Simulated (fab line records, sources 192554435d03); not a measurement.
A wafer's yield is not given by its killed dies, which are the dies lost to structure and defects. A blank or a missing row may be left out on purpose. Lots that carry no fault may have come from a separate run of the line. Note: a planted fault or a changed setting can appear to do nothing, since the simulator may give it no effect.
fab line records	flow n5Finfet
record lots=7	wafers=39
route steps=1938 shown SD_EPI_N@288 BEOL_M0_SAQP@632 BEOL_M3@950 BEOL_M5@1112 BEOL_M7@1267
startH: hours from the record's opening day to when the first of the lot's shown wafers began	waitH: hours from the lot's prior step to this one	" repeats the value in the row above	L1.1+2: one row covering several wafers at once	- either no value or no given start	* or withheld: withheld	< > ~ a bound
route shown NAME@n: a module of which the file shows steps, and the number in the route of the first	usual: mean/standard deviation of fault-free wafers	same: alike in all rows	chamber/n: place in a boat	sites: each site's reading	_std_site: standard deviation across them	_edge_site: mean of outer sites minus mean of inner sites	radiusMm: for every site, how far away it sits from the centre of the wafer	mask NAME#n: copy n	behind: tool/chamber where the wafer was last shaped	hold: the reason the lot was held/the length of the hold in hours/how it ended	device: which transistor (n, p or np) failed to switch	end of line: at the end of the route, the tests of the same wafers	a step given without rows: its recipe and nothing more	killed: at the first sort, the dies lost to defects and structure; wafer yield is something else	map: shows each die of a wafer: x if killed, . if not, _ if none is there
set.NAME: the setting the step ran with; set.NAME@STEP: the setting that earlier step ran with	model.NAME: the simulator's own value behind a step, which no gauge read
lots whose settings were changed on purpose; a table a step, a row a wafer
## steps
# step N5_SD_EPI_N_EPI_21
# recipe material=Si:P	dopant=P	tempC=680	pressureTorr=255	timeS=690
lot.wafer	tool	chamber	startH	waitH	set.timeS	model.Si-P_of_SD_EPI_N_EPI_21.thkNm
L076.1	epiRpcvd-01	0	71.67	0.2	690	58.8
L076.3	"	0	"	"	690	59.4
L076.6	"	0	73.54	1.9	690	58
L081.1+3	epiRpcvd-02	0	91.27	0.1	414.5	38.4
L081.2	"	0	"	"	690	58.6
L081.4	"	0	"	"	414.5	38.2
L081.5	"	0	"	"	690	58.8
L081.6	"	0	"	"	690	59.8
L085.1+2	epiRpcvd-02	0	118.13	0.1	690	58.4
L085.3+4+5+6	"	0	"	"	690	58.2
L086.1	epiRpcvd-01	0	126.38	0.1	801.1	65.4
L086.2	"	0	"	"	690	59
L086.3	"	0	"	"	801.1	65.8
L086.4	"	0	"	"	801.1	65.6
L086.5	"	0	"	"	690	59.2
L086.6	"	0	"	"	690	59.8
L088.1	epiRpcvd-03	0	135.47	0.1	1072	81.8
L088.2+5	"	0	"	"	690	59.8
L088.3	"	0	"	"	1072	80.6
L088.4	"	0	"	"	690	59
L088.6	"	0	"	"	1072	81.6
L089.1	epiRpcvd-03	0	139.17	0.1	690	58.6
L089.2	"	0	"	"	1079	80.8
L089.3	"	0	"	"	1079	80.4
L089.4+6	"	0	"	"	690	59
L089.5	"	0	"	"	1079	81.6
L096.1	epiRpcvd-02	0	189.65	0.1	690	59.6
L096.2	"	0	"	"	690	60
L096.3	"	0	"	"	690	59.8
L096.4	"	0	"	"	690	59.4
L096.5+6	"	0	"	"	690	59.2
# step N5_SD_EPI_N_EPI_MEAS_23
# recipe mode=xrd
# usual thkNm=59.1/1.1
lot.wafer	tool	chamber	startH	waitH	set.timeS@SD_EPI_N_EPI_21	thkNm
L076.1	filmMetro-02	-	73.95	1.9	690	56.8
L076.3	"	-	"	"	690	59.9
L076.6	"	-	"	"	690	57.6
L081.1	filmMetro-02	-	92.99	1.5	414.5	39.6
L081.2	"	-	"	"	690	58.6
L081.3	"	-	"	"	414.5	39.1
L081.4	"	-	"	"	414.5	38.0
L081.5	"	-	"	"	690	58.9
L081.6	"	-	"	"	690	61.4
L085.1	filmMetro-01	-	119.85	1.4	690	58.4
L085.2	"	-	"	"	690	58.9
L085.3	"	-	"	"	690	58.1
L085.4	"	-	"	"	690	59.6
L085.5	"	-	"	"	690	56.6
L085.6	"	-	"	"	690	59.9
L086.1	filmMetro-02	-	128.10	1.4	801.1	66.4
L086.2	"	-	"	"	690	56.9
L086.3	"	-	"	"	801.1	66.4
L086.4	"	-	"	"	801.1	65.8
L086.5	"	-	"	"	690	59.5
L086.6	"	-	"	"	690	59.5
L088.1	filmMetro-02	-	137.18	1.4	1072	82.4
L088.2	"	-	"	"	690	60.0
L088.3	"	-	"	"	1072	81.6
L088.4	"	-	"	"	690	58.6
L088.5	"	-	"	"	690	59.5
L088.6	"	-	"	"	1072	82.7
L089.1	filmMetro-01	-	140.88	1.4	690	58.1
L089.2	"	-	"	"	1079	80.9
L089.3	"	-	"	"	1079	80.6
L089.4	"	-	"	"	690	58.3
L089.5	"	-	"	"	1079	81.7
L089.6	"	-	"	"	690	59.9
L096.1	filmMetro-01	-	191.37	1.4	690	60.6
L096.2	"	-	"	"	690	59.7
L096.3	"	-	"	"	690	59.6
L096.4	"	-	"	"	690	60.0
L096.5	"	-	"	"	690	58.0
L096.6	"	-	"	"	690	59.3
# step N5_SD_EPI_N_PRECLEAN_24
# recipe chemistry=O3/DIW	timeS=60	tempC=22	o3Ppm=10
lot.wafer	tool	chamber	startH	waitH	set.timeS@SD_EPI_N_EPI_21	model.Si-P_of_SD_EPI_N_EPI_21.thkNm
L076.1	wetBench-01	2	73.98	0.0	690	58.4
L076.3	"	3	"	"	690	59
L076.6	"	0	"	"	690	57.6
L081.1+3	wetBench-02	1,6	93.02	0.0	414.5	38.2
L081.2	"	5	"	"	690	58.2
L081.4	"	7	"	"	414.5	38
L081.5	"	0	"	"	690	58.4
L081.6	"	2	"	"	690	59.4
L085.1+2+3	wetBench-02	4,0,1	119.88	0.0	690	58
L085.4+5+6	"	2,7,3	"	"	690	57.8
L086.1+4	wetBench-05	7,6	128.13	0.0	801.1	65
L086.2	"	5	"	"	690	58.6
L086.3	"	2	"	"	801.1	65.4
L086.5	"	3	"	"	690	58.8
L086.6	"	4	"	"	690	59.4
L088.1	wetBench-05	3	137.22	0.0	1072	81.2
L088.2+5	"	1,0	"	"	690	59.4
L088.3	"	4	"	"	1072	80
L088.4	"	7	"	"	690	58.6
L088.6	"	2	"	"	1072	81
L089.1	wetBench-02	7	140.92	0.0	690	58.2
L089.2	"	6	"	"	1079	80.2
L089.3	"	4	"	"	1079	80
L089.4+6	"	3,0	"	"	690	58.6
L089.5	"	5	"	"	1079	81
L096.1	wetBench-05	7	191.40	0.0	690	59.2
L096.2	"	0	"	"	690	59.6
L096.3	"	3	"	"	690	59.4
L096.4	"	5	"	"	690	59
L096.5+6	"	4,6	"	"	690	58.8
# step N5_BEOL_M0_SAQP_PECVD_00
# recipe material=SiCN	targetThkA=80	tempC=withheld	precursor=3MS/NH3	pressureTorr=3	rfW=202	timeS=14
lot.wafer	tool	chamber	startH	waitH	set.timeS	model.SiCN_of_BEOL_M0_SAQP_PECVD_00.thkNm
L076.1	pecvd-03	1	128.02	0.2	14	7.8
L076.3+6	"	0	"	"	14	8
L081.1+5	pecvd-02	0,1	146.91	0.2	14	8
L081.2	"	1	"	"	14	7.8
L081.3+6	"	2	"	"	9.863	5.8
L081.4	"	0	"	"	9.863	5.6
L085.1+2	pecvd-03	2,1	171.58	0.2	14	8
L085.3	"	0	"	"	17.32	10
L085.4	"	1	"	"	17.32	9.8
L085.5	"	2	"	"	14	8.2
L085.6	"	0	"	"	17.32	10.2
L086.1	pecvd-02	1	185.85	0.2	9.831	5.6
L086.2+6	"	0,2	"	"	9.831	5.8
L086.3+5	"	2,1	"	"	14	8
L086.4	"	0	"	"	14	8.4
L089.1+3	pecvd-04	0,2	199.76	0.2	10.03	5.6
L089.2	"	1	"	"	14	7.8
L089.4+5	"	1,0	"	"	14	8
L089.6	"	2	"	"	10.03	5.8
L088.1	pecvd-04	0	202.74	0.2	14	7.8
L088.2+5	"	2,1	"	"	14	8
L088.3+4+6	"	1,2,0	"	"	5.697	3.2
L096.1+3	pecvd-04	0,1	245.06	0.2	14	8
L096.2	"	1	"	"	18.25	10.2
L096.4	"	0	"	"	18.25	10.6
L096.5	"	0	"	"	14	8.2
L096.6	"	1	"	"	18.25	10.4
# step N5_BEOL_M3_ETCH_64
# recipe chemistry=N2/H2	target=SOC	targetDepthA=750	overetchA=150	maskMaterial=SiARC	tempC=40	timeS=112.5	ionEnergyEv=200	pressureMtorr=30	sourceW=840	biasW=150	n2FlowSccm=200	h2FlowSccm=200
lot.wafer	tool	chamber	startH	waitH	set.timeS	model.etch.depthNm	model.SiARC_of_BEOL_M3_COAT_62.thkNm	model.BEOL_M3.cdOffsetNm
L076.1	rieDiel-04	0	177.29	0.0	112.5	60.17	6.8	-0.4
L076.3	"	2	"	"	112.5	60.25	6.8	0.2
L076.6	"	3	"	"	112.5	60.43	6.8	-0.2
L081.1	rieDiel-04	0	192.16	0.0	46.86	38.14	9.8	-1.6
L081.2	"	2	"	"	112.5	59.94	6.6	0.2
L081.3	"	3	"	"	46.86	37.38	9.8	-1.6
L081.4	"	1	"	"	112.5	59.96	6.6	-0.4
L081.5	"	3	"	"	112.5	59.93	6.8	-0.4
L081.6	"	2	"	"	46.86	38.61	9.8	-1
L085.1	rieDiel-04	0	213.34	0.0	112.5	60.3	6.8	0
L085.2	"	1	"	"	51.91	42.19	9.6	-1
L085.3	"	3	"	"	112.5	60.31	6.8	-0.2
L085.4	"	2	"	"	112.5	60.45	6.6	0.4
L085.5	"	3	"	"	51.91	41.28	9.6	-1.2
L085.6	"	0	"	"	51.91	41.87	9.6	-1.4
L086.1	rieDiel-02	0	229.25	0.0	94.55	60.31	7.8	0
L086.2	"	2	"	"	94.55	60.24	7.8	0
L086.3	"	1	"	"	112.5	60.06	7	0
L086.4	"	3	"	"	94.55	60.04	7.6	0
L086.5	"	1	"	"	112.5	60.04	7	0
L086.6	"	0	"	"	112.5	60.33	6.8	0.6
L089.1	rieDiel-05	2	241.25	0.0	53.23	40.95	9.6	-1
L089.2	"	3	"	"	53.23	42.36	9.6	-0.8
L089.3	"	0	"	"	112.5	59.96	7	-0.2
L089.4	"	1	"	"	53.23	43.28	9.6	-1.2
L089.5	"	0	"	"	112.5	60.15	7	0.2
L089.6	"	1	"	"	112.5	59.96	6.8	0
L088.1	rieDiel-04	1	251.41	0.0	171.5	60.14	3.8	1.2
L088.2	"	3	"	"	171.5	59.93	4.2	1
L088.3	"	0	"	"	171.5	60.11	4.2	1.2
L088.4	"	2	"	"	112.5	60.04	6.6	0.6
L088.5	"	2	"	"	112.5	60.08	6.6	0.4
L088.6	"	1	"	"	112.5	60.13	6.6	-0.2
L096.1	rieDiel-02	2	283.25	0.0	112.5	59.94	7	-0.2
L096.2	"	1	"	"	112.5	59.91	7	0
L096.3	"	3	"	"	112.5	60.11	6.8	0
L096.4	"	0	"	"	112.5	59.93	7	0
L096.5	"	1	"	"	112.5	59.75	7	-0.2
L096.6	"	0	"	"	112.5	59.89	7	0
# step N5_BEOL_M3_STRIP_65
# recipe chemistry=N2/H2	tempC=40	n2FlowSccm=200	h2FlowSccm=200	rfFrequencyHz=6e+07
# step N5_BEOL_M3_STRIP_75
# recipe chemistry=N2/H2	tempC=40	n2FlowSccm=200	h2FlowSccm=200	rfFrequencyHz=6e+07
# step N5_BEOL_M3_STRIP_66
# recipe chemistry=CF4	resist=SiARC	powerW=300	biasPowerW=75	pressureMtorr=50	cf4FlowSccm=150	rfFrequencyHz=6e+07
# step N5_BEOL_M3_HM_OPEN_17
# recipe chemistry=Cl2/BCl3	targetDepthA=200	overetchA=60	target=TiN	maskMaterial=SOC	ionEnergyEv=150	pressureMtorr=10	icpW=1000	biasW=126	Cl2_flow_sccm=53.25	bcl3FlowSccm=21.75	Ar_flow_sccm=25
lot.wafer	tool	chamber	startH	waitH	set.timeS@BEOL_M3_ETCH_64	model.BEOL_M3.cdOffsetNm
L076.1	rieMetal-02	1	177.46	0.0	112.5	-0.4
L076.3	"	1	"	"	112.5	0.2
L076.6	"	0	"	"	112.5	-0.2
L081.1	rieMetal-03	0	192.33	0.0	46.86	-1.4
L081.2	"	1	"	"	112.5	0.2
L081.3	"	1	"	"	46.86	-1.6
L081.4	"	0	"	"	112.5	-0.4
L081.5	"	1	"	"	112.5	-0.6
L081.6	"	0	"	"	46.86	-1.2
L085.1+3	rieMetal-01	0	213.50	0.0	112.5	0
L085.2	"	1	"	"	51.91	-1
L085.4	"	1	"	"	112.5	0.4
L085.5	"	1	"	"	51.91	-1.4
L085.6	"	0	"	"	51.91	-1.2
L086.1	rieMetal-03	0	229.42	0.0	94.55	-0.2
L086.2+4	"	1,0	"	"	94.55	0
L086.3+5	"	1	"	"	112.5	0
L086.6	"	0	"	"	112.5	0.6
L089.1	rieMetal-03	1	241.41	0.0	53.23	-1
L089.2	"	0	"	"	53.23	-0.8
L089.3	"	0	"	"	112.5	-0.2
L089.4	"	1	"	"	53.23	-1.2
L089.5+6	"	0,1	"	"	112.5	0
L088.1+3	rieMetal-03	0	251.57	0.0	171.5	1.2
L088.2	"	1	"	"	171.5	1
L088.4	"	1	"	"	112.5	0.4
L088.5	"	0	"	"	112.5	0.2
L088.6	"	1	"	"	112.5	-0.4
L096.1+4+5+6	rieMetal-02	1,1,0,1	283.42	0.0	112.5	-0.2
L096.2+3	"	0	"	"	112.5	0
# step N5_BEOL_M5_ILD_DEP_00
# recipe material=SiCOH_lowk	targetThkA=1406.4	tempC=300	precursor=DEMS/porogen	pressureTorr=5	rfW=500	timeS=25.9
lot.wafer	tool	chamber	startH	waitH	set.timeS	model.SiCOH_lowk_of_BEOL_M5_ILD_DEP_00.thkNm
L076.1	pecvd-01	2	195.09	0.8	25.9	136.4
L076.3	"	0	"	"	25.9	138.2
L076.6	"	2	"	"	25.9	139.4
L081.1	pecvd-02	0	218.45	0.8	25.9	139
L081.2	"	2	"	"	25.9	139.4
L081.3	"	1	"	"	25.9	137
L081.4+5	"	1,2	"	"	25.9	141.2
L081.6	"	0	"	"	25.9	142.6
L085.1	pecvd-04	2	234.70	0.8	25.9	141.4
L085.2	"	1	"	"	20.82	109.2
L085.3	"	2	"	"	20.82	114.8
L085.4	"	1	"	"	25.9	139.8
L085.5	"	1	"	"	20.82	113
L085.6	"	2	"	"	25.9	142.4
L086.1	pecvd-01	2	253.85	0.8	25.9	137
L086.2	"	0	"	"	41.22	218.8
L086.3	"	1	"	"	41.22	219.4
L086.4	"	2	"	"	25.9	140.6
L086.5	"	1	"	"	41.22	220.6
L086.6	"	0	"	"	25.9	140
L089.1	pecvd-01	1	261.35	0.8	25.9	138.6
L089.2	"	0	"	"	33.81	180.8
L089.3	"	2	"	"	25.9	139.2
L089.4	"	1	"	"	33.81	182.8
L089.5	"	2	"	"	25.9	142.2
L089.6	"	0	"	"	33.81	184
L088.1	pecvd-04	2	268.61	0.8	25.9	139.8
L088.2	"	0	"	"	25.9	135.6
L088.3	"	1	"	"	19.02	102.4
L088.4	"	1	"	"	19.02	103.6
L088.5	"	0	"	"	19.02	101.6
L088.6	"	2	"	"	25.9	141.6
L096.1	pecvd-04	1	312.50	0.8	38.26	203
L096.2	"	0	"	"	25.9	139.2
L096.3	"	2	"	"	38.26	204.6
L096.4	"	0	"	"	25.9	141.2
L096.5	"	1	"	"	25.9	141
L096.6	"	2	"	"	38.26	207.6
# step N5_BEOL_M5_CURE_79
# recipe tempC=385	timeS=240	ambient=He/Ar	material=SiCOH_lowk
lot.wafer	tool	chamber	startH	waitH	set.timeS@BEOL_M5_ILD_DEP_00	model.SiCOH_lowk_of_BEOL_M5_ILD_DEP_00.thkNm
L076.1	uvCure-02	1	195.30	0.2	25.9	117.2
L076.3	"	1	"	"	25.9	119
L076.6	"	1	"	"	25.9	120
L081.1	uvCure-01	2	219.92	1.4	25.9	119.6
L081.2	"	2	"	"	25.9	119.8
L081.3	"	2	"	"	25.9	118
L081.4+5	"	2	"	"	25.9	121.4
L081.6	"	2	"	"	25.9	122.8
L085.1	uvCure-01	1	234.78	0.1	25.9	121.8
L085.2	"	1	"	"	20.82	93.8
L085.3	"	1	"	"	20.82	98.6
L085.4	"	1	"	"	25.9	120.2
L085.5	"	1	"	"	20.82	97
L085.6	"	1	"	"	25.9	122.4
L086.1	uvCure-03	1	253.91	0.0	25.9	117.8
L086.2	"	1	"	"	41.22	189
L086.3	"	1	"	"	41.22	189.6
L086.4	"	1	"	"	25.9	121
L086.5	"	1	"	"	41.22	190.6
L086.6	"	1	"	"	25.9	120.4
L089.1	uvCure-01	2	261.42	0.0	25.9	119.2
L089.2	"	2	"	"	33.81	156
L089.3	"	2	"	"	25.9	119.6
L089.4	"	2	"	"	33.81	157.8
L089.5	"	2	"	"	25.9	122.4
L089.6	"	2	"	"	33.81	158.8
L088.1	uvCure-01	2	268.67	0.0	25.9	120.4
L088.2	"	2	"	"	25.9	116.6
L088.3	"	2	"	"	19.02	88
L088.4	"	2	"	"	19.02	89
L088.5	"	2	"	"	19.02	87.2
L088.6	"	2	"	"	25.9	122
L096.1	uvCure-01	2	312.56	0.0	38.26	175.2
L096.2	"	2	"	"	25.9	119.8
L096.3	"	2	"	"	38.26	176.6
L096.4	"	2	"	"	25.9	121.4
L096.5	"	2	"	"	25.9	121.2
L096.6	"	2	"	"	38.26	179.4
# step N5_BEOL_M5_THK_MEAS_01
# recipe reads=SiCOH_lowk_of_BEOL_M5_ILD_DEP_00
# usual M5_ILD_THK=120.7/1.7
lot.wafer	tool	chamber	startH	waitH	set.timeS@BEOL_M5_ILD_DEP_00	M5_ILD_THK[nm]
L076.1	filmMetro-01	-	195.82	0.4	25.9	117.3
L076.3	"	-	"	"	25.9	119.0
L076.6	"	-	"	"	25.9	119.9
L081.1	filmMetro-01	-	220.43	0.4	25.9	119.6
L081.2	"	-	"	"	25.9	119.9
L081.3	"	-	"	"	25.9	118.0
L081.4	"	-	"	"	25.9	121.4
L081.5	"	-	"	"	25.9	121.5
L081.6	"	-	"	"	25.9	122.8
L085.1	filmMetro-02	-	235.29	0.4	25.9	121.8
L085.2	"	-	"	"	20.82	93.7
L085.3	"	-	"	"	20.82	98.7
L085.4	"	-	"	"	25.9	120.2
L085.5	"	-	"	"	20.82	97.0
L085.6	"	-	"	"	25.9	122.5
L086.1	filmMetro-01	-	254.42	0.4	25.9	117.8
L086.2	"	-	"	"	41.22	188.9
L086.3	"	-	"	"	41.22	189.6
L086.4	"	-	"	"	25.9	121.0
L086.5	"	-	"	"	41.22	190.7
L086.6	"	-	"	"	25.9	120.4
L089.1	filmMetro-01	-	261.93	0.4	25.9	119.4
L089.2	"	-	"	"	33.81	155.8
L089.3	"	-	"	"	25.9	119.7
L089.4	"	-	"	"	33.81	157.8
L089.5	"	-	"	"	25.9	122.4
L089.6	"	-	"	"	33.81	158.6
L088.1	filmMetro-02	-	269.18	0.4	25.9	120.3
L088.2	"	-	"	"	25.9	116.6
L088.3	"	-	"	"	19.02	88.0
L088.4	"	-	"	"	19.02	89.0
L088.5	"	-	"	"	19.02	87.2
L088.6	"	-	"	"	25.9	121.9
L096.1	filmMetro-01	-	313.09	0.4	38.26	175.4
L096.2	"	-	"	"	25.9	119.7
L096.3	"	-	"	"	38.26	176.5
L096.4	"	-	"	"	25.9	121.6
L096.5	"	-	"	"	25.9	121.3
L096.6	"	-	"	"	38.26	179.3
# step N5_BEOL_M7_HM_DEP_02
# recipe material=TiN	targetThkA=200	tempC=25	chamberPressurePa=0.49996
lot.wafer	tool	chamber	startH	waitH	set.targetThkA	model.TiN_of_BEOL_M7_HM_DEP_02.thkNm
L076.1	pvdSputter-03	-	222.06	0.3	200	20
L076.3	"	-	"	"	200	20.4
L076.6	"	-	"	"	200	20.8
L081.1+3+4+5+6	pvdSputter-01	-	245.24	2.4	200	20
L081.2	"	-	"	"	200	19.8
L085.1+2	pvdSputter-02	-	257.93	1.3	293.4	29.4
L085.3	"	-	"	"	293.4	29.2
L085.4	"	-	"	"	200	19.8
L085.5+6	"	-	"	"	200	20
L086.1	pvdSputter-01	-	277.61	2.0	200	20.2
L086.2+5	"	-	"	"	105	10.6
L086.3+6	"	-	"	"	200	20
L086.4	"	-	"	"	105	10.8
L089.1+3+5	pvdSputter-01	-	285.01	1.3	200	19.8
L089.2	"	-	"	"	200	20
L089.4+6	"	-	"	"	200	19.6
L088.1+2+3+5+6	pvdSputter-02	-	292.25	4.0	200	20.2
L088.4	"	-	"	"	200	20
L096.1+4+6	pvdSputter-02	-	339.02	0.8	200	20.4
L096.2+5	"	-	"	"	200	20.2
L096.3	"	-	"	"	200	20.6
# step N5_BEOL_M7_COAT_59
# recipe resist=SOC	tempC=250	timeS=60	spinRpm=1500	resistThkNm=100
# step N5_BEOL_M7_COAT_60
# recipe resist=SiARC	tempC=220	timeS=60	spinRpm=1500	resistThkNm=35
# step N5_BEOL_M7_STRIP_68
# recipe chemistry=N2/H2	tempC=40	n2FlowSccm=200	h2FlowSccm=200	rfFrequencyHz=6e+07
# step N5_BEOL_M7_STRIP_67
# recipe chemistry=CF4	resist=SiARC	powerW=300	biasPowerW=75	pressureMtorr=50	cf4FlowSccm=150	rfFrequencyHz=6e+07
# step N5_BEOL_M7_HM_OPEN_17
# recipe chemistry=Cl2/BCl3	targetDepthA=200	overetchA=60	target=TiN	maskMaterial=SOC	ionEnergyEv=150	pressureMtorr=10	icpW=1000	biasW=126	Cl2_flow_sccm=53.25	bcl3FlowSccm=21.75	Ar_flow_sccm=25
lot.wafer	tool	chamber	startH	waitH	set.targetThkA@BEOL_M7_HM_DEP_02	model.etch.depthNm
L076.1	rieMetal-01	1	222.94	0.0	200	20.09
L076.3	"	1	"	"	200	20.39
L076.6	"	0	"	"	200	20.71
L081.1	rieMetal-02	1	247.22	0.0	200	19.97
L081.2	"	0	"	"	200	19.85
L081.3	"	1	"	"	200	20.03
L081.4	"	0	"	"	200	20.07
L081.5	"	1	"	"	200	20.04
L081.6	"	0	"	"	200	19.98
L085.1	rieMetal-01	0	259.14	0.0	293.4	26.78
L085.2	"	1	"	"	293.4	25.64
L085.3	"	0	"	"	293.4	27.02
L085.4	"	1	"	"	200	19.89
L085.5	"	1	"	"	200	20.08
L085.6	"	0	"	"	200	19.99
L086.1	rieMetal-03	1	278.65	0.0	200	20.13
L086.2	"	0	"	"	105	10.66
L086.3	"	0	"	"	200	20.05
L086.4	"	1	"	"	105	10.78
L086.5	"	0	"	"	105	10.62
L086.6	"	1	"	"	200	19.91
L089.1	rieMetal-03	1	285.76	0.0	200	19.8
L089.2	"	0	"	"	200	20.02
L089.3	"	0	"	"	200	19.88
L089.4	"	1	"	"	200	19.69
L089.5	"	0	"	"	200	19.87
L089.6	"	1	"	"	200	19.59
L088.1	rieMetal-02	0	293.23	0.1	200	20.18
L088.2	"	1	"	"	200	20.12
L088.3	"	0	"	"	200	20.23
L088.4	"	1	"	"	200	20.06
L088.5	"	1	"	"	200	20.14
L088.6	"	0	"	"	200	20.16
L096.1	rieMetal-02	0	339.76	0.0	200	20.35
L096.2	"	1	"	"	200	20.26
L096.3	"	1	"	"	200	20.52
L096.4	"	0	"	"	200	20.34
L096.5	"	1	"	"	200	20.28
L096.6	"	0	"	"	200	20.37
## key
split step=N5_SD_EPI_N_EPI_21	setting=timeS	stated=690	by=wafer
response step=N5_SD_EPI_N_EPI_21	reading=model.Si-P_of_SD_EPI_N_EPI_21.thkNm	change=+0.417	per=1%	r=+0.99
response step=N5_SD_EPI_N_EPI_MEAS_23	reading=thkNm	change=*	per=1%	r=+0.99
response step=N5_SD_EPI_N_PRECLEAN_24	reading=model.Si-P_of_SD_EPI_N_EPI_21.thkNm	change=+0.414	per=1%	r=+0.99
split step=N5_BEOL_M0_SAQP_PECVD_00	setting=timeS	stated=14	by=wafer
response step=N5_BEOL_M0_SAQP_PECVD_00	reading=model.SiCN_of_BEOL_M0_SAQP_PECVD_00.thkNm	change=+0.0791	per=1%	r=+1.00
split step=N5_BEOL_M3_ETCH_64	setting=timeS	stated=112.5	by=wafer
response step=N5_BEOL_M3_ETCH_64	reading=model.etch.depthNm	shape=bent	atLowest=38.04	atStated=60.08	atHighest=60.06
response step=N5_BEOL_M3_ETCH_64	reading=model.SiARC_of_BEOL_M3_COAT_62.thkNm	change=-0.0516	per=1%	r=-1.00
response step=N5_BEOL_M3_ETCH_64	reading=model.BEOL_M3.cdOffsetNm	change=+0.0198	per=1%	r=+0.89
response step=N5_BEOL_M3_HM_OPEN_17	reading=model.BEOL_M3.cdOffsetNm	change=+0.0205	per=1%	r=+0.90
split step=N5_BEOL_M5_ILD_DEP_00	setting=timeS	stated=25.9	by=wafer
response step=N5_BEOL_M5_ILD_DEP_00	reading=model.SiCOH_lowk_of_BEOL_M5_ILD_DEP_00.thkNm	change=+1.37	per=1%	r=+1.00
response step=N5_BEOL_M5_CURE_79	reading=model.SiCOH_lowk_of_BEOL_M5_ILD_DEP_00.thkNm	change=+1.19	per=1%	r=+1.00
response step=N5_BEOL_M5_THK_MEAS_01	reading=M5_ILD_THK	change=+1.19	per=1%	r=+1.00
split step=N5_BEOL_M7_HM_DEP_02	setting=targetThkA	stated=200	by=wafer
response step=N5_BEOL_M7_HM_DEP_02	reading=model.TiN_of_BEOL_M7_HM_DEP_02.thkNm	change=+0.2	per=1%	r=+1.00
response step=N5_BEOL_M7_HM_OPEN_17	reading=model.etch.depthNm	change=+0.168	per=1%	r=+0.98
